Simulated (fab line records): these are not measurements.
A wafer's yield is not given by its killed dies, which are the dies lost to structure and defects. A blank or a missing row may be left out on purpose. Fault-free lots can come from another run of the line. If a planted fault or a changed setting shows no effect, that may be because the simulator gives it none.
fab line records -- flow n5_finfet
[record] lots = 6, wafers = 18, last_day = 18
route steps=1938 shown BEOL_M13@1662
lots untouched by any fault: they come from a run of this same line in which no faults occurred
start_h: hours from the record's opening day to when the first of the lot's shown wafers began -- wait_h: hours since the lot's step before -- " as in the row above -- L1.1+2: a single row standing in for several wafers -- - no value, or no start was given -- * or withheld: withheld -- < > ~ a bound
route shown NAME@n: names a module that has steps shown in the file, with the first one's number in the route -- usual: mean/standard deviation taken from wafers without a fault -- same: alike in all rows -- chamber/n: place in a boat -- sites: per-site readings -- _std_site: standard deviation of those values -- _edge_site: the outer-site mean with the inner-site mean subtracted -- radius_mm: for every site, how far away it sits from the centre of the wafer -- mask NAME#n: copy n -- behind: tool/chamber where the wafer was last shaped -- hold: what put the lot on hold/how long, in hours/how the hold closed -- device: transistor that didn't switch, given as n, p or np -- end of line: tests of these same wafers at the route's end -- where a step has no rows: the recipe by itself -- killed: dies that structure and defects cost at the first sort, which is not the same as the wafer's yield -- map: a wafer's dies, x killed, . not, _ none there
set.NAME: the run value of the setting; set.NAME@STEP: its run value at that earlier step -- model.NAME: the simulator's own value behind a step, which no gauge read
certain route steps with their lots: each step a table, each wafer a row
services: a tool's chamber out of use, with start hour (start_h, from the record's first day; less than 0 if before it), hours out, and reason
[[steps]]
[step N5_BEOL_M13_COAT_04]
[recipe] spin_rpm = 1625, resist_thk_nm = 400
[step N5_BEOL_M13_EBR_06]
[recipe] solvent = PGMEA, ebr_width_mm = 1.5
[step N5_BEOL_M13_SOFTBAKE_05]
[recipe] temp_c = 130, time_s = 60
[step N5_BEOL_M13_EXPOSE_07]
[recipe] mask_id = V12, na = 0.93, source_shape = conventional, sigma_outer = 0.6, polarization = unpolarized, attpsm_phase_deg = 180, dose_mj = 24.8
[step N5_BEOL_M13_PEB_08]
[recipe] peb_temp_c = 130, peb_time_s = 90
[step N5_BEOL_M13_DEVELOP_09]
[recipe] develop_time_s = 45, rinse_liquid = diw, dry = air_spin, dev_temp_c = 21
[step N5_BEOL_M13_HARDBAKE_14]
[recipe] temp_c = 130, time_s = 120
[step N5_BEOL_M13_CD_MEAS_10]
[recipe] target_cd_nm = 190, landing_energy_ev = 500, detector = se_inlens, polarity = opening
[usual] cd_nm = 189.2/1.4
lot.wafer,tool,chamber,start_h,wait_h,cd_nm
L928.1,cd_sem-03,0,269.30,-,190.4
L928.3,cd_sem-03,0,269.30,-,188.8
L928.5,cd_sem-03,0,269.30,-,189.4
L929.3,cd_sem-01,0,277.75,-,187.6
L929.5,cd_sem-01,0,277.75,-,189.1
L929.6,cd_sem-01,0,277.75,-,188.3
L939.1,cd_sem-01,0,355.02,-,190.6
L939.2,cd_sem-01,0,355.02,-,190.0
L939.3,cd_sem-01,0,355.02,-,191.6
L938.1,cd_sem-03,0,359.57,-,190.0
L938.3,cd_sem-03,0,359.57,-,188.4
L938.4,cd_sem-03,0,359.57,-,190.0
L943.1,cd_sem-02,0,384.35,-,189.0
L943.3,cd_sem-02,0,384.35,-,189.3
L943.4,cd_sem-02,0,384.35,-,188.7
L945.2,cd_sem-03,0,389.86,-,187.5
L945.5,cd_sem-03,0,389.86,-,188.0
L945.6,cd_sem-03,0,389.86,-,188.3
[step N5_BEOL_M13_OVL_MEAS_11]
[recipe] points_per_wafer = 44
[usual] V12_OVL = 1/4.3
[same] points_per_wafer = 44
lot.wafer,tool,chamber,start_h,wait_h,V12_OVL[nm]
L928.1,overlay-01,0,269.33,0.0,0
L928.3,overlay-01,0,269.33,0.0,-4
L928.5,overlay-01,0,269.33,0.0,-7
L929.3,overlay-02,0,277.78,0.0,-5
L929.5,overlay-02,0,277.78,0.0,0
L929.6,overlay-02,0,277.78,0.0,-1
L939.1,overlay-02,0,355.05,0.0,-2
L939.2,overlay-02,0,355.05,0.0,-1
L939.3,overlay-02,0,355.05,0.0,-1
L938.1,overlay-01,0,359.60,0.0,4
L938.3,overlay-01,0,359.60,0.0,0
L938.4,overlay-01,0,359.60,0.0,-1
L943.1,overlay-02,0,384.38,0.0,1
L943.3,overlay-02,0,384.38,0.0,-1
L943.4,overlay-02,0,384.38,0.0,0
L945.2,overlay-01,0,389.89,0.0,2
L945.5,overlay-01,0,389.89,0.0,10
L945.6,overlay-01,0,389.89,0.0,3
[step N5_BEOL_M13_INSPECT_12]
[recipe] mode = adi, inspect_instrument = macro
[usual] raw_defect_count = 2.0/1.5
lot.wafer,tool,chamber,start_h,wait_h,raw_defect_count
L928.1,defect_inspect-01,-,269.35,0.0,3
L928.3,defect_inspect-01,-,269.35,0.0,4
L928.5,defect_inspect-01,-,269.35,0.0,3
L929.3,defect_inspect-01,-,277.80,0.0,3
L929.5,defect_inspect-01,-,277.80,0.0,1
L929.6,defect_inspect-01,-,277.80,0.0,0
L939.1,defect_inspect-01,-,355.08,0.0,1
L939.2,defect_inspect-01,-,355.08,0.0,1
L939.3,defect_inspect-01,-,355.08,0.0,1
L938.1,defect_inspect-02,-,359.62,0.0,4
L938.3,defect_inspect-02,-,359.62,0.0,1
L938.4,defect_inspect-02,-,359.62,0.0,2
L943.1,defect_inspect-01,-,384.41,0.0,3
L943.3,defect_inspect-01,-,384.41,0.0,0
L943.4,defect_inspect-01,-,384.41,0.0,4
L945.2,defect_inspect-01,-,389.91,0.0,2
L945.5,defect_inspect-01,-,389.91,0.0,0
L945.6,defect_inspect-01,-,389.91,0.0,1
[step N5_BEOL_M13_DESCUM_15]
[recipe] chemistry = O2, time_s = 7.9, source_power_w = 50, bias_power_w = 20, pressure_mtorr = 20, rf_frequency_hz = 2.712e+07, temp_c = 40, o2_flow_sccm = 225
[usual] drypump_motor_current_A = 5.9/0.68, oes_product_au = 0.75/0.056, rf_vpp_V = 242.7/1.1, showerhead_plenum_p_Torr = 2.07/0.054, throttle_valve_pct = 20.32/0.2
lot.wafer,tool,chamber,start_h,wait_h,drypump_motor_current_A,oes_product_au,rf_hours_counter_h,rf_vpp_V,showerhead_plenum_p_Torr,throttle_valve_pct
L928.1,rie_diel-04,2,269.39,0.0,6.5,0.84,42,240.9,2.06,20.25
L928.3,rie_diel-04,0,269.39,0.0,5.4,0.71,214,244.5,2.16,20.39
L928.5,rie_diel-04,3,269.39,0.0,6.7,0.81,-,243.1,2.03,20.39
L929.3,rie_diel-04,0,277.84,0.0,5.4,0.71,216,243.9,2.16,20.39
L929.5,rie_diel-04,1,277.84,0.0,4.7,0.71,-,243.5,2.17,20.36
L929.6,rie_diel-04,0,277.84,0.0,5.4,0.71,-,245.0,2.16,20.39
L939.1,rie_diel-03,2,355.11,0.0,6.6,0.71,224,242.0,2.00,20.67
L939.2,rie_diel-03,1,355.11,0.0,5.3,0.78,92,243.9,2.11,19.96
L939.3,rie_diel-03,3,355.11,0.0,6.4,0.69,248,242.4,2.03,20.34
L938.1,rie_diel-03,2,359.72,0.1,6.6,0.72,226,241.4,2.00,20.64
L938.3,rie_diel-03,3,359.72,0.1,6.5,0.69,249,242.3,2.03,20.34
L938.4,rie_diel-03,1,359.72,0.1,5.3,0.79,93,242.0,2.11,19.98
L943.1,rie_diel-04,1,384.50,0.1,4.7,0.70,214,244.1,2.16,20.38
L943.3,rie_diel-04,3,384.50,0.1,6.7,0.78,119,241.7,2.02,20.42
L943.4,rie_diel-04,0,384.50,0.1,5.4,0.69,243,242.7,2.15,20.43
L945.2,rie_diel-03,1,390.08,0.2,5.3,0.77,107,243.1,2.11,20.00
L945.5,rie_diel-03,2,390.08,0.2,6.6,0.70,-,240.7,1.99,20.67
L945.6,rie_diel-03,1,390.08,0.2,5.3,0.77,-,243.1,2.11,20.00
[step N5_BEOL_M13_ETCH_59]
[recipe] chemistry = N2/H2, target = BARC, target_depth_a = 890, overetch_a = 267, time_s = 67.9, ion_energy_ev = 200, pressure_mtorr = 30, source_w = 840, bias_w = 150, n2_flow_sccm = 200, h2_flow_sccm = 200
[usual] bias_w = 150.0/0.43, chamber_pressure_mTorr = 30.002/0.029, drypump_motor_current_A = 5.9/0.68, oes_product_au = 0.65/0.045, rf_vpp_V = 523.2/2.1, showerhead_plenum_p_Torr = 2.51/0.072, throttle_valve_pct = 17.77/0.23
lot.wafer,tool,chamber,start_h,wait_h,bias_w,chamber_pressure_mTorr,drypump_motor_current_A,oes_product_au,rf_hours_counter_h,rf_vpp_V,showerhead_plenum_p_Torr,throttle_valve_pct
L928.1,rie_diel-04,2,269.42,0.0,150.3,29.966,6.5,0.73,42,521.9,2.47,17.41
L928.3,rie_diel-04,0,269.42,0.0,149.3,30.027,5.4,0.61,214,526.6,2.63,17.86
L928.5,rie_diel-04,3,269.42,0.0,150.1,30.018,6.7,0.69,-,522.6,2.46,17.84
L929.3,rie_diel-04,0,277.87,0.0,150.1,30.006,5.4,0.61,216,525.4,2.63,17.88
L929.5,rie_diel-04,1,277.87,0.0,150.6,30.021,4.7,0.61,-,526.8,2.65,17.91
L929.6,rie_diel-04,0,277.87,0.0,150.3,30.028,5.4,0.60,-,527.7,2.63,17.88
L939.1,rie_diel-03,2,355.15,0.0,149.9,29.983,6.6,0.62,224,521.5,2.40,18.04
L939.2,rie_diel-03,1,355.15,0.0,150.2,30.004,5.3,0.68,92,525.3,2.56,17.37
L939.3,rie_diel-03,3,355.15,0.0,150.1,29.985,6.5,0.59,248,522.1,2.51,18.09
L938.1,rie_diel-03,2,359.76,0.0,149.5,29.926,6.7,0.61,226,520.5,2.40,18.03
L938.3,rie_diel-03,3,359.76,0.0,150.0,30.057,6.5,0.59,249,523.4,2.51,18.11
L938.4,rie_diel-03,1,359.76,0.0,150.3,29.981,5.4,0.68,93,524.7,2.56,17.37
L943.1,rie_diel-04,1,384.54,0.0,149.3,30.055,4.7,0.59,214,526.8,2.64,17.95
L943.3,rie_diel-04,3,384.54,0.0,149.1,30.024,6.7,0.66,119,522.0,2.45,17.89
L943.4,rie_diel-04,0,384.54,0.0,149.8,29.967,5.4,0.59,243,527.1,2.62,17.92
L945.2,rie_diel-03,1,390.12,0.0,149.5,29.957,5.3,0.66,107,527.0,2.55,17.39
L945.5,rie_diel-03,2,390.12,0.0,150.3,30.042,6.6,0.61,-,519.1,2.39,18.07
L945.6,rie_diel-03,1,390.12,0.0,150.1,30.033,5.3,0.67,-,524.1,2.55,17.39
[step N5_BEOL_M13_VIA_ETCH_16]
[recipe] chemistry = C4F8/O2/Ar, target = SiOC, pressure_mtorr = 30, source_w = 3000, bias_w = 700, Ar_flow_sccm = 400, C4F8_flow_sccm = 15, O2_flow_sccm = 8, he_inner_torr = 15, he_outer_torr = 30, target_depth_a = 9217, time_s = withheld, ion_energy_ev = 250, ends = cleared
[usual] C4F8_flow_sccm = 15.00/0.041, O2_flow_sccm = 8.000/0.026, drypump_motor_current_A = 5.9/0.67, oes_product_au = 0.68/0.051, rf_vpp_V = 664.5/2.5, showerhead_plenum_p_Torr = 3.38/0.082, throttle_valve_pct = 24.05/0.2
lot.wafer,tool,chamber,start_h,wait_h,C4F8_flow_sccm,O2_flow_sccm,drypump_motor_current_A,oes_product_au,rf_vpp_V,showerhead_plenum_p_Torr,throttle_valve_pct,model.coat_of_BEOL_M13_COAT_04.thk_nm
L928.1,rie_diel-04,2,269.48,0.0,-,-,-,-,-,-,-,319.4
L928.3,rie_diel-04,0,269.48,0.0,-,-,-,-,-,-,-,320.8
L928.5,rie_diel-04,3,269.48,0.0,-,-,-,-,-,-,-,320.2
L929.3,rie_diel-04,0,277.92,0.0,-,-,-,-,-,-,-,321.8
L929.5,rie_diel-04,1,277.92,0.0,-,-,-,-,-,-,-,320.4
L929.6,rie_diel-04,0,277.92,0.0,-,-,-,-,-,-,-,321
L939.1,rie_diel-03,2,355.20,0.0,14.97,7.963,6.6,0.64,661.4,3.25,24.29,73.2
L939.2,rie_diel-03,1,355.20,0.0,15.02,8.043,5.3,0.71,665.7,3.45,23.73,71.2
L939.3,rie_diel-03,3,355.20,0.0,15.01,7.991,6.5,0.63,663.4,3.34,24.12,70.4
L938.1,rie_diel-03,2,359.81,0.0,15.05,7.982,6.7,0.65,660.3,3.24,24.30,74.8
L938.3,rie_diel-03,3,359.81,0.0,15.05,7.987,6.4,0.62,663.7,3.34,24.11,68.2
L938.4,rie_diel-03,1,359.81,0.0,15.02,7.997,5.4,0.70,666.0,3.45,23.73,66
L943.1,rie_diel-04,1,384.59,0.0,15.02,8.024,4.7,0.63,668.7,3.51,24.06,72.2
L943.3,rie_diel-04,3,384.59,0.0,15.02,7.945,6.8,0.71,662.0,3.30,24.15,67.8
L943.4,rie_diel-04,0,384.59,0.0,14.99,7.980,5.4,0.62,666.8,3.48,24.01,66.4
L945.2,rie_diel-03,1,390.17,0.0,15.06,7.984,5.3,0.70,665.3,3.44,23.75,68.8
L945.5,rie_diel-03,2,390.17,0.0,14.94,8.014,6.6,0.64,661.0,3.24,24.31,67.4
L945.6,rie_diel-03,1,390.17,0.0,15.02,7.987,5.4,0.70,667.0,3.44,23.75,63.8
[step N5_BEOL_M13_STRIP_63]
[recipe] chemistry = N2/H2, power_w = 1000, temp_c = 250, h2_frac = 0.65, overash_fraction = 0.3, pressure_mtorr = 1000, n2_flow_sccm = 1750, h2_flow_sccm = 3250
[usual] drypump_motor_current_A = 5.97/0.11, heater_power_w = 314/33, oes_product_au = 0.675/0.005, strip_time_to_endpoint_s = 28.1/1.1
lot.wafer,tool,chamber,start_h,wait_h,drypump_motor_current_A,heater_power_w,oes_product_au,rf_hours_counter_h,strip_time_to_endpoint_s
L928.1,plasma_asher-01,1,269.71,-,5.87,332,0.859,130,93.3
L928.3,plasma_asher-01,0,269.71,-,6.08,334,0.836,-,93.7
L928.5,plasma_asher-01,0,269.71,-,6.10,331,0.858,-,93.5
L929.3,plasma_asher-01,1,278.18,-,5.91,328,0.856,-,93.9
L929.5,plasma_asher-01,1,278.18,-,5.92,333,0.855,-,93.6
L929.6,plasma_asher-01,0,278.18,-,6.08,342,0.840,-,93.7
L939.1,plasma_asher-02,1,355.43,-,5.78,284,0.677,86,28.6
L939.2,plasma_asher-02,0,355.43,-,6.03,250,0.670,86,28.0
L939.3,plasma_asher-02,0,355.43,-,6.02,248,0.673,-,27.8
L938.1,plasma_asher-01,1,360.14,-,5.90,314,0.677,149,29.1
L938.3,plasma_asher-01,0,360.14,-,6.06,343,0.679,-,27.2
L938.4,plasma_asher-01,1,360.14,-,5.90,324,0.674,-,26.4
L943.1,plasma_asher-01,0,384.82,-,6.08,339,0.679,154,28.3
L943.3,plasma_asher-01,1,384.82,-,5.92,326,0.679,-,27.0
L943.4,plasma_asher-01,0,384.82,-,6.09,347,0.671,-,26.6
L945.2,plasma_asher-01,0,390.40,-,6.06,341,0.679,156,27.3
L945.5,plasma_asher-01,0,390.40,-,6.07,336,0.679,-,26.9
L945.6,plasma_asher-01,1,390.40,-,5.88,327,0.675,-,25.8
[step N5_BEOL_M13_STRIP_64]
[recipe] chemistry = N2/H2, power_w = 1000, temp_c = 250, h2_frac = 0.65, overash_fraction = 0.3, pressure_mtorr = withheld, n2_flow_sccm = 1750, h2_flow_sccm = 3250
[usual] drypump_motor_current_A = 5.97/0.11, heater_power_w = 314/33, oes_product_au = 0.715/0.0046, strip_time_to_endpoint_s = 31.33/0.071
lot.wafer,tool,chamber,start_h,wait_h,drypump_motor_current_A,heater_power_w,oes_product_au,rf_hours_counter_h,strip_time_to_endpoint_s
L928.1,plasma_asher-01,1,269.77,0.0,5.87,328,0.714,130,31.27
L928.3,plasma_asher-01,0,269.77,0.0,6.11,331,0.712,-,31.34
L928.5,plasma_asher-01,0,269.77,0.0,6.06,336,0.722,-,31.28
L929.3,plasma_asher-01,1,278.24,0.0,5.91,333,0.709,-,31.33
L929.5,plasma_asher-01,1,278.24,0.0,5.93,333,0.717,-,31.44
L929.6,plasma_asher-01,0,278.24,0.0,6.08,343,0.713,-,31.36
L939.1,plasma_asher-02,1,355.49,0.0,5.79,278,0.719,86,31.33
L939.2,plasma_asher-02,0,355.49,0.0,6.03,245,0.719,86,31.41
L939.3,plasma_asher-02,0,355.49,0.0,6.03,244,0.719,-,31.39
L938.1,plasma_asher-01,1,360.20,0.0,5.89,334,0.713,149,31.11
L938.3,plasma_asher-01,0,360.20,0.0,6.09,334,0.708,-,31.27
L938.4,plasma_asher-01,1,360.20,0.0,5.90,330,0.717,-,31.27
L943.1,plasma_asher-01,0,384.88,0.0,6.08,332,0.716,155,31.28
L943.3,plasma_asher-01,1,384.88,0.0,5.88,333,0.717,-,31.33
L943.4,plasma_asher-01,0,384.88,0.0,6.10,341,0.707,-,31.32
L945.2,plasma_asher-01,0,390.46,0.0,6.09,339,0.719,156,31.38
L945.5,plasma_asher-01,0,390.46,0.0,6.11,336,0.715,-,31.45
L945.6,plasma_asher-01,1,390.46,0.0,5.93,334,0.714,-,31.37
[step N5_BEOL_M13_STRIP_71]
[recipe] chemistry = post_etch_residue_remover, time_s = 60, temp_c = 25, remover_ph = withheld, remover_water_wt_pct = withheld, remover_fluoride_wt_pct = withheld
[step N5_BEOL_M13_SRD_72]
[recipe] time_s = 30, temp_c = 23, rinse_liquid = diw, dry = n2_spin, spin_rpm = 1500, dry_time_s = 30
[step N5_BEOL_M13_CD_MEAS_17]
[recipe] target_cd_nm = 190, polarity = opening
[usual] cd_nm = 189.1/1.6
lot.wafer,tool,chamber,start_h,wait_h,cd_nm
L928.1,cd_sem-02,-,269.92,0.0,-
L928.3,cd_sem-02,-,269.92,0.0,-
L928.5,cd_sem-02,-,269.92,0.0,-
L929.3,cd_sem-02,-,278.37,0.0,-
L929.5,cd_sem-02,-,278.37,0.0,-
L929.6,cd_sem-02,-,278.37,0.0,-
L939.1,cd_sem-01,-,355.64,0.0,191.9
L939.2,cd_sem-01,-,355.64,0.0,190.2
L939.3,cd_sem-01,-,355.64,0.0,192.1
L938.1,cd_sem-03,-,360.35,0.0,190.4
L938.3,cd_sem-03,-,360.35,0.0,189.2
L938.4,cd_sem-03,-,360.35,0.0,190.3
L943.1,cd_sem-01,-,385.03,0.0,188.3
L943.3,cd_sem-01,-,385.03,0.0,189.6
L943.4,cd_sem-01,-,385.03,0.0,186.9
L945.2,cd_sem-02,-,390.61,0.0,187.7
L945.5,cd_sem-02,-,390.61,0.0,188.8
L945.6,cd_sem-02,-,390.61,0.0,189.4
[step N5_BEOL_M13_COAT_65]
[recipe] resist = SOC, temp_c = 250, time_s = 60, spin_rpm = 1500, resist_thk_nm = 350
[[services]]
tool,chamber,start_h,hours,kind
rie_diel-03,-,247.81,0.9,repair
plasma_asher-02,-,275.42,2.4,repair
rie_diel-03,1,292.57,11.4,repair
rie_diel-04,-,307.34,1.1,repair
rie_diel-03,3,329.30,4.3,repair
plasma_asher-01,-,329.49,0.4,repair
rie_diel-04,3,332.64,7.5,repair
rie_diel-04,0,334.08,6.7,repair
rie_diel-03,3,348.00,1.3,repair
rie_diel-03,3,361.07,-,clean
rie_diel-03,3,361.07,-,consumable_replace:focus_ring
rie_diel-03,3,361.07,29.4,scheduled_down
rie_diel-03,3,361.07,29.4,vent_cycle
[[key]]
[first_sign] step = N5_BEOL_M13_VIA_ETCH_16, reading = tool_record, direction = missing
[effect] step = N5_BEOL_M13_STRIP_63, reading = strip_time_to_endpoint_s, direction = up, sigmas = 59, usual = *, struck = *
[effect] step = N5_BEOL_M13_CD_MEAS_17, reading = cd_nm, direction = missing
[model_effect] step = N5_BEOL_M13_VIA_ETCH_16, value = coat_of_BEOL_M13_COAT_04.thk_nm, without = 74.17, struck = 320.6
met_at N5_BEOL_M13_VIA_ETCH_16
struck_wafers L928.1,L928.3,L928.5,L929.3,L929.5,L929.6
later_rows_left_out L928.1,L928.3,L928.5,L929.3,L929.5,L929.6
sort_left_out L928.1,L928.3,L928.5,L929.3,L929.5,L929.6
[fault] kind = skipped_step_whole, tool = rie_diel-04, chamber = -, onset_h = 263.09, steps = N5_BEOL_M13_VIA_ETCH_16, scope = struck_lots_only
// sort_left_out: the simulated sort isn't trusted on such a fault, so these wafers' sort isn't shown, and their yield isn't known
// later_rows_left_out: the simulator's readings of these wafers behind a module that went badly wrong aren't trusted and aren't shown, but for the sort
